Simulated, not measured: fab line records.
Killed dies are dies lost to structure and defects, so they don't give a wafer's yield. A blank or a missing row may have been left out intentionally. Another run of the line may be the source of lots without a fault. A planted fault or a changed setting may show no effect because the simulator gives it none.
Chamber matching + flow nand_harc + cmp-03 running NHARC_A_STAIRCASE_CMP_472: 4 sister chambers
The step polishes SiO2. 7 wafers are shown with their chamber, then 8 later ones without.

## WAFERS PAIRED WITH THEIR CHAMBERS
| wafer  | chamber | motor_current_A (A) |
|--------|---------|---------------------|
| L078.1 | 0       | 13.4                |
| L078.2 | 3       | 12.5                |
| L083.1 | 0       | 12.8                |
| L083.5 | 1       | 11.4                |
| L085.2 | 3       | 12.1                |
| L085.5 | 2       | 10.0                |
| L088.1 | 2       | 9.5                 |

## WAFERS WITH NO CHAMBER GIVEN
| wafer  | motor_current_A (A) |
|--------|---------------------|
| L088.3 | 12.8                |
| L088.6 | 12.1                |
| L094.3 | 11.4                |
| L094.4 | 12.2                |
| L094.6 | 9.0                 |
| L096.3 | 9.9                 |
| L096.4 | 13.5                |
| L096.6 | 12.6                |

## CHAMBER TAKEN BY EACH
| wafer  | from the rows above     | in truth |
|--------|-------------------------|----------|
| L088.3 | can't be placed: 0 or 3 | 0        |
| L088.6 | can't be placed: 3 or 1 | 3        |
| L094.3 | 1                       | 1        |
| L094.4 | can't be placed: 3 or 1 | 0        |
| L094.6 | 2                       | 2        |
| L096.3 | 2                       | 2        |
| L096.4 | 0                       | 0        |
| L096.6 | can't be placed: 3 or 0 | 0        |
Correctly placed: 4 of 8. These rows do not allow placing 4 (true chamber among the candidates in 3). Placed wrongly: 0.
How it was worked out, from the rows above alone: a wafer's distance from a chamber is the root of the sum, over the readings, of the square of ((its reading less the chamber's mean) divided by the reading's scatter). The wafer belongs to the nearest chamber; if the next one is less than 2 further off, it can't be placed. A chamber's mean is the mean of its shown wafers. The scatter is the square root of a quotient: the sum, over the shown wafers, of each reading's squared deviation from its chamber's mean, divided by wafers minus chambers.
